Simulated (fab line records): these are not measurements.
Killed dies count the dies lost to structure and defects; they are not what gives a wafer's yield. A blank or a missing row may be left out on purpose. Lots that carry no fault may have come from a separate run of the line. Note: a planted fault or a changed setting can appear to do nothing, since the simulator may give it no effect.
fab line records :: flow n5Finfet
record:
  lots: 13
  wafers: 38
  lastDay: 18
route steps=1938 shown BEOL_M5@1170 PASSIVATION@1936
lots that met no fault: from a run of the same line without faults
startH: hours from the record's opening day to when the first of the lot's shown wafers began :: waitH: hours from the lot's prior step to this one :: " repeats the value in the row above :: L1.1+2: one row covering several wafers at once :: - either no value or no given start :: * or withheld: withheld :: < > ~ a bound
route shown NAME@n: NAME is a module with steps in the file, n the number in the route of the first one :: usual: mean and standard deviation over wafers with no fault :: same: alike in all rows :: chamber/n: place in a boat :: sites: readings site by site :: _std_site: how widely they spread, as a standard deviation :: _edge_site: inner sites' mean taken away from outer sites' mean :: radiusMm: for every site, how far away it sits from the centre of the wafer :: mask NAME#n: copy n :: behind: the most recent tool/chamber to have shaped the wafer :: hold: why the lot went on hold/how many hours it stayed there/how the hold came to an end :: device: whichever transistor did not switch (one of n, p or np) :: end of line: the tests these same wafers got at the end of their route :: a step without rows: its recipe alone :: killed: the dies lost at the first sort to structure and to defects; this is not the yield of the wafer :: map: a wafer's dies, x killed, . not, _ none there
set.NAME: the setting that was run; set.NAME@STEP: the one run at that earlier step :: model.NAME: the simulator's own value behind a step, which no gauge read
the route's steps for a sample of lots (tables are steps, rows are wafers)
services: from which hour (startH, from the record's first day; less than 0 if before it) a tool's chamber was out of use, for how many hours, and why
== steps ==
step: N5_BEOL_M5_DEGAS_44
recipe:
  ambient: vacuum
  tempC: 250
  timeS: 60
usual:
  heaterPowerW: 317/29
lot.wafer: L833.1
tool: pvdSputter-03
chamber: -
startH: 179.78
waitH: 0.5
heaterPowerW: 338

lot.wafer: L833.4
tool: pvdSputter-03
chamber: -
startH: 179.78
waitH: 0.5
heaterPowerW: 299

lot.wafer: L833.5
tool: pvdSputter-03
chamber: -
startH: 179.78
waitH: 0.5
heaterPowerW: 337

lot.wafer: L837.1
tool: pvdSputter-03
chamber: -
startH: 212.02
waitH: 0.5
heaterPowerW: 324

lot.wafer: L837.3
tool: pvdSputter-03
chamber: -
startH: 212.02
waitH: 0.5
heaterPowerW: 300

lot.wafer: L837.5
tool: pvdSputter-03
chamber: -
startH: 212.02
waitH: 0.5
heaterPowerW: 328

lot.wafer: L841.3
tool: pvdSputter-01
chamber: -
startH: 227.98
waitH: 1.3
heaterPowerW: 299

lot.wafer: L841.4
tool: pvdSputter-01
chamber: -
startH: 227.98
waitH: 1.3
heaterPowerW: 298

lot.wafer: L841.5
tool: pvdSputter-01
chamber: -
startH: 227.98
waitH: 1.3
heaterPowerW: 297

lot.wafer: L840.2
tool: pvdSputter-02
chamber: -
startH: 228.32
waitH: 0.2
heaterPowerW: 321

lot.wafer: L840.4
tool: pvdSputter-02
chamber: -
startH: 228.32
waitH: 0.2
heaterPowerW: 257

lot.wafer: L845.2
tool: pvdSputter-02
chamber: -
startH: 256.92
waitH: 0.3
heaterPowerW: 332

lot.wafer: L845.4
tool: pvdSputter-02
chamber: -
startH: 256.92
waitH: 0.3
heaterPowerW: 258

lot.wafer: L845.6
tool: pvdSputter-02
chamber: -
startH: 256.92
waitH: 0.3
heaterPowerW: 325

lot.wafer: L849.4
tool: pvdSputter-02
chamber: -
startH: 267.93
waitH: 0.7
heaterPowerW: 317

lot.wafer: L849.5
tool: pvdSputter-02
chamber: -
startH: 267.93
waitH: 0.7
heaterPowerW: 252

lot.wafer: L849.6
tool: pvdSputter-02
chamber: -
startH: 267.93
waitH: 0.7
heaterPowerW: 391

lot.wafer: L848.1
tool: pvdSputter-03
chamber: -
startH: 271.63
waitH: 0.6
heaterPowerW: 332

lot.wafer: L848.2
tool: pvdSputter-03
chamber: -
startH: 271.63
waitH: 0.6
heaterPowerW: 295

lot.wafer: L848.6
tool: pvdSputter-03
chamber: -
startH: 271.63
waitH: 0.6
heaterPowerW: 298

lot.wafer: L850.1
tool: pvdSputter-01
chamber: -
startH: 282.77
waitH: 1.7
heaterPowerW: 298

lot.wafer: L850.2
tool: pvdSputter-01
chamber: -
startH: 282.77
waitH: 1.7
heaterPowerW: 305

lot.wafer: L850.4
tool: pvdSputter-01
chamber: -
startH: 282.77
waitH: 1.7
heaterPowerW: 326

lot.wafer: L851.1
tool: pvdSputter-03
chamber: -
startH: 294.99
waitH: 0.3
heaterPowerW: 332

lot.wafer: L851.3
tool: pvdSputter-03
chamber: -
startH: 294.99
waitH: 0.3
heaterPowerW: 341

lot.wafer: L851.4
tool: pvdSputter-03
chamber: -
startH: 294.99
waitH: 0.3
heaterPowerW: 302

lot.wafer: L853.2
tool: pvdSputter-03
chamber: -
startH: 298.65
waitH: 0.8
heaterPowerW: 307

lot.wafer: L853.4
tool: pvdSputter-03
chamber: -
startH: 298.65
waitH: 0.8
heaterPowerW: 322

lot.wafer: L853.5
tool: pvdSputter-03
chamber: -
startH: 298.65
waitH: 0.8
heaterPowerW: 306

lot.wafer: L852.1
tool: pvdSputter-03
chamber: -
startH: 315.36
waitH: 0.4
heaterPowerW: 332

lot.wafer: L852.3
tool: pvdSputter-03
chamber: -
startH: 315.36
waitH: 0.4
heaterPowerW: 305

lot.wafer: L852.6
tool: pvdSputter-03
chamber: -
startH: 315.36
waitH: 0.4
heaterPowerW: 323

lot.wafer: L854.1
tool: pvdSputter-01
chamber: -
startH: 317.45
waitH: 0.6
heaterPowerW: 320

lot.wafer: L854.4
tool: pvdSputter-01
chamber: -
startH: 317.45
waitH: 0.6
heaterPowerW: 331

lot.wafer: L854.5
tool: pvdSputter-01
chamber: -
startH: 317.45
waitH: 0.6
heaterPowerW: 301

lot.wafer: L855.1
tool: pvdSputter-03
chamber: -
startH: 322.37
waitH: 0.5
heaterPowerW: 305

lot.wafer: L855.4
tool: pvdSputter-03
chamber: -
startH: 322.37
waitH: 0.5
heaterPowerW: 293

lot.wafer: L855.6
tool: pvdSputter-03
chamber: -
startH: 322.37
waitH: 0.5
heaterPowerW: 334
step: N5_BEOL_M5_PRE_CLEAN_45
recipe:
  gas: H2/He
  timeS: 30
  tempC: 250
usual:
  heaterPowerW: 318/28
lot.wafer: L833.1
tool: pvdSputter-03
chamber: -
startH: 179.82
waitH: 0.0
heaterPowerW: 340

lot.wafer: L833.4
tool: pvdSputter-03
chamber: -
startH: 179.82
waitH: 0.0
heaterPowerW: 307

lot.wafer: L833.5
tool: pvdSputter-03
chamber: -
startH: 179.82
waitH: 0.0
heaterPowerW: 330

lot.wafer: L837.1
tool: pvdSputter-03
chamber: -
startH: 212.06
waitH: 0.0
heaterPowerW: 326

lot.wafer: L837.3
tool: pvdSputter-03
chamber: -
startH: 212.06
waitH: 0.0
heaterPowerW: 301

lot.wafer: L837.5
tool: pvdSputter-03
chamber: -
startH: 212.06
waitH: 0.0
heaterPowerW: 324

lot.wafer: L841.3
tool: pvdSputter-01
chamber: -
startH: 228.02
waitH: 0.0
heaterPowerW: 303

lot.wafer: L841.4
tool: pvdSputter-01
chamber: -
startH: 228.02
waitH: 0.0
heaterPowerW: 302

lot.wafer: L841.5
tool: pvdSputter-01
chamber: -
startH: 228.02
waitH: 0.0
heaterPowerW: 300

lot.wafer: L840.2
tool: pvdSputter-02
chamber: -
startH: 228.36
waitH: 0.0
heaterPowerW: 316

lot.wafer: L840.4
tool: pvdSputter-02
chamber: -
startH: 228.36
waitH: 0.0
heaterPowerW: 257

lot.wafer: L845.2
tool: pvdSputter-02
chamber: -
startH: 256.96
waitH: 0.0
heaterPowerW: 324

lot.wafer: L845.4
tool: pvdSputter-02
chamber: -
startH: 256.96
waitH: 0.0
heaterPowerW: 251

lot.wafer: L845.6
tool: pvdSputter-02
chamber: -
startH: 256.96
waitH: 0.0
heaterPowerW: 333

lot.wafer: L849.4
tool: pvdSputter-02
chamber: -
startH: 267.97
waitH: 0.0
heaterPowerW: 322

lot.wafer: L849.5
tool: pvdSputter-02
chamber: -
startH: 267.97
waitH: 0.0
heaterPowerW: 266

lot.wafer: L849.6
tool: pvdSputter-02
chamber: -
startH: 267.97
waitH: 0.0
heaterPowerW: 396

lot.wafer: L848.1
tool: pvdSputter-03
chamber: -
startH: 271.67
waitH: 0.0
heaterPowerW: 342

lot.wafer: L848.2
tool: pvdSputter-03
chamber: -
startH: 271.67
waitH: 0.0
heaterPowerW: 301

lot.wafer: L848.6
tool: pvdSputter-03
chamber: -
startH: 271.67
waitH: 0.0
heaterPowerW: 308

lot.wafer: L850.1
tool: pvdSputter-01
chamber: -
startH: 282.81
waitH: 0.0
heaterPowerW: 308

lot.wafer: L850.2
tool: pvdSputter-01
chamber: -
startH: 282.81
waitH: 0.0
heaterPowerW: 311

lot.wafer: L850.4
tool: pvdSputter-01
chamber: -
startH: 282.81
waitH: 0.0
heaterPowerW: 324

lot.wafer: L851.1
tool: pvdSputter-03
chamber: -
startH: 295.03
waitH: 0.0
heaterPowerW: 321

lot.wafer: L851.3
tool: pvdSputter-03
chamber: -
startH: 295.03
waitH: 0.0
heaterPowerW: 340

lot.wafer: L851.4
tool: pvdSputter-03
chamber: -
startH: 295.03
waitH: 0.0
heaterPowerW: 311

lot.wafer: L853.2
tool: pvdSputter-03
chamber: -
startH: 298.69
waitH: 0.0
heaterPowerW: 295

lot.wafer: L853.4
tool: pvdSputter-03
chamber: -
startH: 298.69
waitH: 0.0
heaterPowerW: 331

lot.wafer: L853.5
tool: pvdSputter-03
chamber: -
startH: 298.69
waitH: 0.0
heaterPowerW: 309

lot.wafer: L852.1
tool: pvdSputter-03
chamber: -
startH: 315.40
waitH: 0.0
heaterPowerW: 318

lot.wafer: L852.3
tool: pvdSputter-03
chamber: -
startH: 315.40
waitH: 0.0
heaterPowerW: 308

lot.wafer: L852.6
tool: pvdSputter-03
chamber: -
startH: 315.40
waitH: 0.0
heaterPowerW: 328

lot.wafer: L854.1
tool: pvdSputter-01
chamber: -
startH: 317.49
waitH: 0.0
heaterPowerW: 321

lot.wafer: L854.4
tool: pvdSputter-01
chamber: -
startH: 317.49
waitH: 0.0
heaterPowerW: 338

lot.wafer: L854.5
tool: pvdSputter-01
chamber: -
startH: 317.49
waitH: 0.0
heaterPowerW: 292

lot.wafer: L855.1
tool: pvdSputter-03
chamber: -
startH: 322.41
waitH: 0.0
heaterPowerW: 296

lot.wafer: L855.4
tool: pvdSputter-03
chamber: -
startH: 322.41
waitH: 0.0
heaterPowerW: 306

lot.wafer: L855.6
tool: pvdSputter-03
chamber: -
startH: 322.41
waitH: 0.0
heaterPowerW: 336
step: N5_BEOL_M5_CVD_47
recipe:
  material: Co
  targetThkA: 30
  tempC: withheld
  precursor: CCTBA/H2
  pressureTorr: 30
  timeS: 216
usual:
  runLengthS: 239.3/0.61
lot.wafer: L833.1
tool: cvdCo-01
chamber: 0
startH: 180.28
waitH: 0.1
runLengthS: 238.4
sinceWetCleanH: 940

lot.wafer: L833.4
tool: cvdCo-01
chamber: 0
startH: 180.28
waitH: 0.1
runLengthS: 238.3
sinceWetCleanH: -

lot.wafer: L833.5
tool: cvdCo-01
chamber: 1
startH: 180.28
waitH: 0.1
runLengthS: 239.5
sinceWetCleanH: -

lot.wafer: L837.1
tool: cvdCo-01
chamber: 2
startH: 212.52
waitH: 0.0
runLengthS: 238.9
sinceWetCleanH: 513

lot.wafer: L837.3
tool: cvdCo-01
chamber: 0
startH: 212.52
waitH: 0.0
runLengthS: 238.2
sinceWetCleanH: 973

lot.wafer: L837.5
tool: cvdCo-01
chamber: 2
startH: 212.52
waitH: 0.0
runLengthS: 238.8
sinceWetCleanH: -

lot.wafer: L841.3
tool: cvdCo-01
chamber: 0
startH: 228.38
waitH: 0.0
runLengthS: 238.7
sinceWetCleanH: 988

lot.wafer: L841.4
tool: cvdCo-01
chamber: 2
startH: 228.38
waitH: 0.0
runLengthS: 234.9
sinceWetCleanH: -

lot.wafer: L841.5
tool: cvdCo-01
chamber: 1
startH: 228.38
waitH: 0.0
runLengthS: 239.1
sinceWetCleanH: -

lot.wafer: L840.2
tool: cvdCo-01
chamber: 0
startH: 228.80
waitH: 0.1
runLengthS: 238.3
sinceWetCleanH: 989

lot.wafer: L840.4
tool: cvdCo-01
chamber: 2
startH: 228.80
waitH: 0.1
runLengthS: 235.4
sinceWetCleanH: -

lot.wafer: L845.2
tool: cvdCo-02
chamber: 2
startH: 257.47
waitH: 0.1
runLengthS: 238.5
sinceWetCleanH: 340

lot.wafer: L845.4
tool: cvdCo-02
chamber: 2
startH: 257.47
waitH: 0.1
runLengthS: 238.4
sinceWetCleanH: -

lot.wafer: L845.6
tool: cvdCo-02
chamber: 1
startH: 257.47
waitH: 0.1
runLengthS: 239.9
sinceWetCleanH: -

lot.wafer: L849.4
tool: cvdCo-02
chamber: 2
startH: 268.44
waitH: 0.1
runLengthS: 238.5
sinceWetCleanH: -

lot.wafer: L849.5
tool: cvdCo-02
chamber: 1
startH: 268.44
waitH: 0.1
runLengthS: 240.1
sinceWetCleanH: -

lot.wafer: L849.6
tool: cvdCo-02
chamber: 0
startH: 268.44
waitH: 0.1
runLengthS: 240.0
sinceWetCleanH: -

lot.wafer: L848.1
tool: cvdCo-02
chamber: 2
startH: 272.15
waitH: 0.1
runLengthS: 239.0
sinceWetCleanH: 354

lot.wafer: L848.2
tool: cvdCo-02
chamber: 0
startH: 272.15
waitH: 0.1
runLengthS: 239.8
sinceWetCleanH: 814

lot.wafer: L848.6
tool: cvdCo-02
chamber: 1
startH: 272.15
waitH: 0.1
runLengthS: 240.0
sinceWetCleanH: -

lot.wafer: L850.1
tool: cvdCo-02
chamber: 1
startH: 283.32
waitH: 0.0
runLengthS: 239.6
sinceWetCleanH: 1262

lot.wafer: L850.2
tool: cvdCo-02
chamber: 0
startH: 283.32
waitH: 0.0
runLengthS: 239.9
sinceWetCleanH: 825

lot.wafer: L850.4
tool: cvdCo-02
chamber: 2
startH: 283.32
waitH: 0.0
runLengthS: 238.5
sinceWetCleanH: -

lot.wafer: L851.1
tool: cvdCo-02
chamber: 2
startH: 295.47
waitH: 0.0
runLengthS: 239.0
sinceWetCleanH: 378

lot.wafer: L851.3
tool: cvdCo-02
chamber: 0
startH: 295.47
waitH: 0.0
runLengthS: 240.4
sinceWetCleanH: 837

lot.wafer: L851.4
tool: cvdCo-02
chamber: 0
startH: 295.47
waitH: 0.0
runLengthS: 240.2
sinceWetCleanH: -

lot.wafer: L853.2
tool: cvdCo-02
chamber: 2
startH: 299.23
waitH: 0.0
runLengthS: 239.3
sinceWetCleanH: 381

lot.wafer: L853.4
tool: cvdCo-02
chamber: 1
startH: 299.23
waitH: 0.0
runLengthS: 239.5
sinceWetCleanH: -

lot.wafer: L853.5
tool: cvdCo-02
chamber: 0
startH: 299.23
waitH: 0.0
runLengthS: 240.0
sinceWetCleanH: -

lot.wafer: L852.1
tool: cvdCo-02
chamber: 2
startH: 315.84
waitH: 0.1
runLengthS: 239.5
sinceWetCleanH: 398

lot.wafer: L852.3
tool: cvdCo-02
chamber: 2
startH: 315.84
waitH: 0.1
runLengthS: 239.2
sinceWetCleanH: -

lot.wafer: L852.6
tool: cvdCo-02
chamber: 2
startH: 315.84
waitH: 0.1
runLengthS: 238.6
sinceWetCleanH: -

lot.wafer: L854.1
tool: cvdCo-01
chamber: 1
startH: 317.85
waitH: 0.0
runLengthS: 238.8
sinceWetCleanH: 181

lot.wafer: L854.4
tool: cvdCo-01
chamber: 2
startH: 317.85
waitH: 0.0
runLengthS: 239.1
sinceWetCleanH: -

lot.wafer: L854.5
tool: cvdCo-01
chamber: 1
startH: 317.85
waitH: 0.0
runLengthS: 239.2
sinceWetCleanH: -

lot.wafer: L855.1
tool: cvdCo-01
chamber: 1
startH: 323.02
waitH: 0.3
runLengthS: 239.2
sinceWetCleanH: 186

lot.wafer: L855.4
tool: cvdCo-01
chamber: 0
startH: 323.02
waitH: 0.3
runLengthS: 238.4
sinceWetCleanH: -

lot.wafer: L855.6
tool: cvdCo-01
chamber: 2
startH: 323.02
waitH: 0.3
runLengthS: 238.8
sinceWetCleanH: -
step: N5_BEOL_M5_SPUTTER_81
recipe:
  material: Cu
  targetThkA: 150
  tempC: -20
  chamberPressurePa: 0.07
  powerW: withheld
  timeS: 27.62
usual:
  throttleValvePct: 29.9/1.3
lot.wafer: L833.1
tool: pvdSputter-03
chamber: -
startH: 181.59
waitH: 0.5
throttleValvePct: 27.7

lot.wafer: L833.4
tool: pvdSputter-03
chamber: -
startH: 181.59
waitH: 0.5
throttleValvePct: 28.4

lot.wafer: L833.5
tool: pvdSputter-03
chamber: -
startH: 181.59
waitH: 0.5
throttleValvePct: 30.8

lot.wafer: L837.1
tool: pvdSputter-03
chamber: -
startH: 213.81
waitH: 0.5
throttleValvePct: 27.8

lot.wafer: L837.3
tool: pvdSputter-03
chamber: -
startH: 213.81
waitH: 0.5
throttleValvePct: 30.9

lot.wafer: L837.5
tool: pvdSputter-03
chamber: -
startH: 213.81
waitH: 0.5
throttleValvePct: 30.8

lot.wafer: L841.3
tool: pvdSputter-02
chamber: -
startH: 229.69
waitH: 0.5
throttleValvePct: 29.1

lot.wafer: L841.4
tool: pvdSputter-02
chamber: -
startH: 229.69
waitH: 0.5
throttleValvePct: 31.0

lot.wafer: L841.5
tool: pvdSputter-02
chamber: -
startH: 229.69
waitH: 0.5
throttleValvePct: 32.5

lot.wafer: L840.2
tool: pvdSputter-03
chamber: -
startH: 230.04
waitH: 0.5
throttleValvePct: 27.6

lot.wafer: L840.4
tool: pvdSputter-03
chamber: -
startH: 230.04
waitH: 0.5
throttleValvePct: 31.5

lot.wafer: L845.2
tool: pvdSputter-01
chamber: -
startH: 258.72
waitH: 0.5
throttleValvePct: 29.0

lot.wafer: L845.4
tool: pvdSputter-01
chamber: -
startH: 258.72
waitH: 0.5
throttleValvePct: 29.7

lot.wafer: L845.6
tool: pvdSputter-01
chamber: -
startH: 258.72
waitH: 0.5
throttleValvePct: 29.2

lot.wafer: L849.4
tool: pvdSputter-02
chamber: -
startH: 269.76
waitH: 0.5
throttleValvePct: 30.6

lot.wafer: L849.5
tool: pvdSputter-02
chamber: -
startH: 269.76
waitH: 0.5
throttleValvePct: 28.6

lot.wafer: L849.6
tool: pvdSputter-02
chamber: -
startH: 269.76
waitH: 0.5
throttleValvePct: 32.6

lot.wafer: L848.1
tool: pvdSputter-01
chamber: -
startH: 273.47
waitH: 0.5
throttleValvePct: 30.1

lot.wafer: L848.2
tool: pvdSputter-01
chamber: -
startH: 273.47
waitH: 0.5
throttleValvePct: 29.8

lot.wafer: L848.6
tool: pvdSputter-01
chamber: -
startH: 273.47
waitH: 0.5
throttleValvePct: 29.5

lot.wafer: L850.1
tool: pvdSputter-01
chamber: -
startH: 284.56
waitH: 0.5
throttleValvePct: 29.2

lot.wafer: L850.2
tool: pvdSputter-01
chamber: -
startH: 284.56
waitH: 0.5
throttleValvePct: 29.8

lot.wafer: L850.4
tool: pvdSputter-01
chamber: -
startH: 284.56
waitH: 0.5
throttleValvePct: 30.0

lot.wafer: L851.1
tool: pvdSputter-02
chamber: -
startH: 296.80
waitH: 0.5
throttleValvePct: 28.6

lot.wafer: L851.3
tool: pvdSputter-02
chamber: -
startH: 296.80
waitH: 0.5
throttleValvePct: 31.1

lot.wafer: L851.4
tool: pvdSputter-02
chamber: -
startH: 296.80
waitH: 0.5
throttleValvePct: 32.6

lot.wafer: L853.2
tool: pvdSputter-03
chamber: -
startH: 300.61
waitH: 0.5
throttleValvePct: 27.8

lot.wafer: L853.4
tool: pvdSputter-03
chamber: -
startH: 300.61
waitH: 0.5
throttleValvePct: 28.4

lot.wafer: L853.5
tool: pvdSputter-03
chamber: -
startH: 300.61
waitH: 0.5
throttleValvePct: 31.9

lot.wafer: L852.1
tool: pvdSputter-03
chamber: -
startH: 317.15
waitH: 0.5
throttleValvePct: 28.6

lot.wafer: L852.3
tool: pvdSputter-03
chamber: -
startH: 317.15
waitH: 0.5
throttleValvePct: 27.8

lot.wafer: L852.6
tool: pvdSputter-03
chamber: -
startH: 317.15
waitH: 0.5
throttleValvePct: 28.6

lot.wafer: L854.1
tool: pvdSputter-01
chamber: -
startH: 319.32
waitH: 0.5
throttleValvePct: 29.6

lot.wafer: L854.4
tool: pvdSputter-01
chamber: -
startH: 319.32
waitH: 0.5
throttleValvePct: 29.4

lot.wafer: L854.5
tool: pvdSputter-01
chamber: -
startH: 319.32
waitH: 0.5
throttleValvePct: 30.5

lot.wafer: L855.1
tool: pvdSputter-01
chamber: -
startH: 324.35
waitH: 0.5
throttleValvePct: 30.1

lot.wafer: L855.4
tool: pvdSputter-01
chamber: -
startH: 324.35
waitH: 0.5
throttleValvePct: 29.1

lot.wafer: L855.6
tool: pvdSputter-01
chamber: -
startH: 324.35
waitH: 0.5
throttleValvePct: 29.4
step: N5_PASSIVATION_PROBE_49
usual:
  defectLimitedYield: 90.9/1.5
  killed_at_M0_to_M3: 35/10
  killed_at_M4_up: 14/5.2
  killedAtContacts: 13/7.3
  killedAtFrontEnd: 42/12
  killedAtOther: 3.4/2.5
  killedDies: 108/18
  killedOpen: 70/13
  killedShort: 35/8
  sort_bin_4_leakage: 0.00/0.007
  sort_bin_5_function: 5.4/1
  sort_bin_6_memory: 3.4/0.71
  sort_bin_8_speed: 0.00/0.0099
  sortNPass: 1072/18
  sortYieldPct: 90.9/1.5
same:
  grossDies: 1180
  killedAtBackSide: 0
lot.wafer: L840.4
tool: prober-02
chamber: -
startH: 325.52
waitH: 0.2
defectLimitedYield[%]: 88.4
killed_at_M0_to_M3: 63
killed_at_M4_up: 11
killedAtContacts: 12
killedAtFrontEnd: 41
killedAtOther: 10
killedDies: 137
killedOpen: 84
killedShort: 47
sort_bin_4_leakage[%]: 0
sort_bin_5_function[%]: 6.7
sort_bin_6_memory[%]: 4.7
sort_bin_8_speed[%]: 0
sortNPass: 1043
sortYieldPct[%]: 88.4

lot.wafer: L845.2
tool: prober-01
chamber: -
startH: 366.40
waitH: 0.1
defectLimitedYield[%]: 92.5
killed_at_M0_to_M3: 17
killed_at_M4_up: 16
killedAtContacts: 13
killedAtFrontEnd: 36
killedAtOther: 6
killedDies: 88
killedOpen: 54
killedShort: 33
sort_bin_4_leakage[%]: 0
sort_bin_5_function[%]: 4.4
sort_bin_6_memory[%]: 2.5
sort_bin_8_speed[%]: 0
sortNPass: 1092
sortYieldPct[%]: 92.5

lot.wafer: L848.1
tool: prober-02
chamber: -
startH: 376.57
waitH: 0.0
defectLimitedYield[%]: 89.1
killed_at_M0_to_M3: 48
killed_at_M4_up: 25
killedAtContacts: 11
killedAtFrontEnd: 39
killedAtOther: 6
killedDies: 129
killedOpen: 86
killedShort: 43
sort_bin_4_leakage[%]: 0
sort_bin_5_function[%]: 6.2
sort_bin_6_memory[%]: 4.1
sort_bin_8_speed[%]: 0
sortNPass: 1051
sortYieldPct[%]: 89.1

lot.wafer: L848.2
tool: prober-02
chamber: -
startH: 376.62
waitH: 0.1
defectLimitedYield[%]: 90.9
killed_at_M0_to_M3: 39
killed_at_M4_up: 14
killedAtContacts: 19
killedAtFrontEnd: 32
killedAtOther: 3
killedDies: 107
killedOpen: 77
killedShort: 29
sort_bin_4_leakage[%]: 0
sort_bin_5_function[%]: 5.3
sort_bin_6_memory[%]: 3.4
sort_bin_8_speed[%]: 0
sortNPass: 1073
sortYieldPct[%]: 90.9

lot.wafer: L848.6
tool: prober-02
chamber: -
startH: 376.82
waitH: 0.3
defectLimitedYield[%]: 90.3
killed_at_M0_to_M3: 53
killed_at_M4_up: 14
killedAtContacts: 14
killedAtFrontEnd: 32
killedAtOther: 2
killedDies: 115
killedOpen: 71
killedShort: 43
sort_bin_4_leakage[%]: 0
sort_bin_5_function[%]: 5.8
sort_bin_6_memory[%]: 3.3
sort_bin_8_speed[%]: 0
sortNPass: 1065
sortYieldPct[%]: 90.3

lot.wafer: L850.1
tool: prober-02
chamber: -
startH: 381.99
waitH: 0.0
defectLimitedYield[%]: 91.2
killed_at_M0_to_M3: 33
killed_at_M4_up: 11
killedAtContacts: 10
killedAtFrontEnd: 44
killedAtOther: 6
killedDies: 104
killedOpen: 81
killedShort: 22
sort_bin_4_leakage[%]: 0
sort_bin_5_function[%]: 5.3
sort_bin_6_memory[%]: 3.1
sort_bin_8_speed[%]: 0
sortNPass: 1076
sortYieldPct[%]: 91.2

lot.wafer: L850.2
tool: prober-02
chamber: -
startH: 382.04
waitH: 0.1
defectLimitedYield[%]: 92.9
killed_at_M0_to_M3: 32
killed_at_M4_up: 10
killedAtContacts: 14
killedAtFrontEnd: 26
killedAtOther: 2
killedDies: 84
killedOpen: 58
killedShort: 25
sort_bin_4_leakage[%]: 0
sort_bin_5_function[%]: 4.6
sort_bin_6_memory[%]: 2.5
sort_bin_8_speed[%]: 0
sortNPass: 1096
sortYieldPct[%]: 92.9

lot.wafer: L850.4
tool: prober-02
chamber: -
startH: 382.14
waitH: 0.2
defectLimitedYield[%]: 91.4
killed_at_M0_to_M3: 30
killed_at_M4_up: 20
killedAtContacts: 10
killedAtFrontEnd: 40
killedAtOther: 2
killedDies: 102
killedOpen: 62
killedShort: 38
sort_bin_4_leakage[%]: 0
sort_bin_5_function[%]: 5.3
sort_bin_6_memory[%]: 3.2
sort_bin_8_speed[%]: 0
sortNPass: 1078
sortYieldPct[%]: 91.4
killed by level:class
L840.4 BEOL_M1:geometricParticle:open=14 BEOL_M0_SAQP:geometricParticle:open=12 BEOL_M0_SAQP:geometricParticle:short=10 BEOL_M2:geometricParticle:open=10 FIN_SAQP:geometricParticle:short=8 MOL_CONTACT_COAG:geometricParticle:open=8 BEOL_M3:geometricParticle:open=8 FIN_SAQP:geometricParticle:open=7
L845.2 FIN_SAQP:geometricParticle:short=9 FIN_SAQP:geometricParticle:open=8 STI_FIN_REVEAL:geometricParticle:open=8 MOL_CONTACT_COAG:geometricParticle:short=7 BEOL_M4:geometricParticle:open=7 MOL_CONTACT_COAG:geometricParticle:open=6 BEOL_M0_SAQP:geometricParticle:short=5 BEOL_M3:geometricParticle:open=5
L848.1 BEOL_M4:geometricParticle:open=22 BEOL_M0_SAQP:geometricParticle:short=12 BEOL_M1:geometricParticle:open=11 STI_FIN_REVEAL:geometricParticle:open=10 BEOL_M0_SAQP:geometricParticle:open=9 MOL_CONTACT_COAG:geometricParticle:open=7 DUMMY_GATE:geometricParticle:open=5 BEOL_M3:geometricParticle:open=5
L848.2 MOL_CONTACT_COAG:geometricParticle:open=12 BEOL_M4:geometricParticle:open=12 BEOL_M0_SAQP:geometricParticle:open=10 BEOL_M1:geometricParticle:open=9 FIN_SAQP:geometricParticle:open=8 MOL_CONTACT_COAG:geometricParticle:short=6 BEOL_M0_SAQP:geometricParticle:short=6 FIN_SAQP:geometricParticle:short=5
L848.6 BEOL_M0_SAQP:geometricParticle:open=15 BEOL_M0_SAQP:geometricParticle:short=14 MOL_CONTACT_COAG:geometricParticle:open=10 BEOL_M2:geometricParticle:open=9 FIN_SAQP:geometricParticle:open=8 BEOL_M1:geometricParticle:open=6 BEOL_M4:geometricParticle:open=6 FIN_SAQP:geometricParticle:short=5
L850.1 FIN_SAQP:geometricParticle:open=10 MOL_CONTACT_COAG:geometricParticle:open=10 BEOL_M1:geometricParticle:open=9 STI_FIN_REVEAL:geometricParticle:open=8 DUMMY_GATE:geometricParticle:open=6 GATE_CUT:geometricParticle:short=6 BEOL_M0_SAQP:geometricParticle:open=6 BEOL_M2:geometricParticle:open=5
L850.2 MOL_CONTACT_COAG:geometricParticle:open=11 BEOL_M2:geometricParticle:open=8 BEOL_M3:geometricParticle:open=7 FIN_SAQP:geometricParticle:short=5 GATE_CUT:geometricParticle:open=5 BEOL_M0:geometricParticle:open=5 BEOL_M4:geometricParticle:open=5 BEOL_M1:geometricParticle:open=4
L850.4 MOL_CONTACT_COAG:geometricParticle:open=8 GATE_CUT:geometricParticle:short=7 BEOL_M5:geometricParticle:open=6 FIN_SAQP:geometricParticle:short=5 STI_FIN_REVEAL:geometricParticle:open=5 DUMMY_GATE:geometricParticle:open=5 STARTING-WAFER:geometricParticle:short=5 BEOL_M1:geometricParticle:open=4
== services ==
tool: cvdCo-02
chamber: -
startH: 179.76
hours: 2.8
kind: pm

tool: cvdCo-02
chamber: -
startH: 215.16
hours: 6.9
kind: pm

tool: cvdCo-01
chamber: 0
startH: 215.84
hours: 2.9
kind: repair

tool: cvdCo-02
chamber: -
startH: 228.18
hours: 3.4
kind: repair

tool: pvdSputter-01
chamber: -
startH: 297.03
hours: 20.4
kind: repair

tool: cvdCo-02
chamber: 1
startH: 301.85
hours: 14.9
kind: repair
== key ==
firstSign:
  step: N5_BEOL_M5_CVD_47
  reading: runLengthS
  direction: down
  sigmas: 6.7
  usual: *
  struck: *
effect none on later readings
metAt N5_BEOL_M5_CVD_47
struckLots L840,L841
struckWafers L840.4,L841.4
notActingAt N5_BEOL_M5_DEGAS_44,N5_BEOL_M5_PRE_CLEAN_45,N5_BEOL_M5_SPUTTER_81
onsetBetween 212.52 228.38
fault:
  kind: processParameterDrift
  tool: cvdCo-01
  chamber: -
  onsetH: 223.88
  steps: N5_BEOL_M5_CVD_47
  channel: timeS
  offset: *
  shape: step
  endH: 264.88
  scope: struckWafersOnly
  actsIn: *
  stated: *
